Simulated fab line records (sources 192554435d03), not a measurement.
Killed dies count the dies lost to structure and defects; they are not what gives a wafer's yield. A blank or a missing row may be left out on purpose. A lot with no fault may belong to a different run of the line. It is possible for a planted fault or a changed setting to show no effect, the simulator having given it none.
Chamber matching ; flow n5Finfet ; 4 sister chambers for N5_BEOL_M1_ETCHBACK_99 on rieDiel-03
The step etches SiO2 in CHF3, target depth 5 nm, time 10.4 s. 8 wafers are shown with their chamber, then 10 later ones without.

== WAFERS WITH THEIR CHAMBER ==
wafer;chamber;drypumpMotorCurrentA (A);showerheadPlenumPTorr (Torr)
L080.3;1;6.33;2.24
L082.6;0;5.61;2.19
L085.3;1;6.34;2.23
L093.2;3;5.45;2.07
L093.4;2;5.68;2.29
L093.5;2;5.71;2.29
L094.3;3;5.46;2.07
L094.4;0;5.60;2.19

== WAFERS WITH NO CHAMBER GIVEN ==
wafer;drypumpMotorCurrentA (A);showerheadPlenumPTorr (Torr)
L094.5;5.59;2.19
L092.1;6.31;2.23
L092.2;5.74;2.29
L092.5;5.47;2.07
L096.2;5.62;2.18
L096.4;5.70;2.29
L096.6;6.35;2.22
L097.2;5.47;2.07
L097.3;5.70;2.28
L097.5;5.46;2.07

== WHICH CHAMBER EACH WENT THROUGH ==
wafer;from the rows above;in truth
L094.5;0;0
L092.1;1;1
L092.2;2;2
L092.5;3;3
L096.2;0;0
L096.4;2;2
L096.6;1;1
L097.2;3;3
L097.3;2;2
L097.5;3;3
10 of 10 placed correctly. Not placeable from these rows: 0. Number placed wrongly: 0.
How it was worked out, from the rows above alone: a wafer's distance from a chamber is the root of the sum, over the readings, of the square of ((its reading less the chamber's mean) divided by the reading's scatter). The wafer belongs to the nearest chamber; if the next one is less than 2 further off, it can't be placed. For every chamber, the mean is computed from those of its wafers that are shown. The scatter: the root of (the sum of the squares of (reading less its chamber's mean) over the shown wafers, divided by (wafers less chambers)).
